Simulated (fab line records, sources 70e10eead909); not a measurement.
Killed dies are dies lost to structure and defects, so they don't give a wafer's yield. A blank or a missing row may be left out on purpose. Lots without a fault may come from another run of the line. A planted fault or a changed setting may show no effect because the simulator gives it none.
Chamber matching | flow nand_harc | NHARC_A_CHANNEL_HOLE_D1_DESCUM_15 on rie_diel-03: 4 sister chambers
The step chemistry O2, time 3 s. 8 wafers are shown with their chamber, then 8 later ones without.

WAFERS WITH THEIR CHAMBER
wafer  | chamber | drypump_motor_current_A (A) | showerhead_plenum_p_Torr (Torr)
L340.4 | 2       | 5.9                         | 1.81
L340.6 | 3       | 6.2                         | 1.91
L348.1 | 3       | 6.2                         | 1.91
L348.2 | 0       | 5.7                         | 1.81
L351.3 | 1       | 6.6                         | 1.94
L351.5 | 1       | 6.7                         | 1.94
L351.6 | 0       | 5.7                         | 1.81
L352.1 | 2       | 5.9                         | 1.80

WAFERS WITHOUT THEIR CHAMBER
wafer  | drypump_motor_current_A (A) | showerhead_plenum_p_Torr (Torr)
L352.4 | 6.2                         | 1.91
L352.5 | 6.6                         | 1.94
L353.1 | 6.2                         | 1.91
L353.4 | 5.7                         | 1.81
L353.5 | 5.7                         | 1.81
L354.4 | 5.7                         | 1.81
L354.5 | 6.7                         | 1.94
L354.6 | 5.9                         | 1.80

WHICH CHAMBER EACH WENT THROUGH
wafer  | from the rows above | in truth
L352.4 | 3                   | 3
L352.5 | 1                   | 1
L353.1 | 3                   | 3
L353.4 | 0                   | 0
L353.5 | 0                   | 0
L354.4 | 0                   | 0
L354.5 | 1                   | 1
L354.6 | 2                   | 2
Placed correctly: 8 of 8. Can't be placed from these rows: 0. Placed wrongly: 0.
How it was worked out, from the rows above alone: a wafer's distance from a chamber is the root of the sum, over the readings, of the square of ((its reading less the chamber's mean) divided by the reading's scatter). The wafer belongs to the nearest chamber; if the next one is less than 2 further off, it can't be placed. A chamber's mean is the mean of its shown wafers. The scatter: the root of (the sum of the squares of (reading less its chamber's mean) over the shown wafers, divided by (wafers less chambers)).
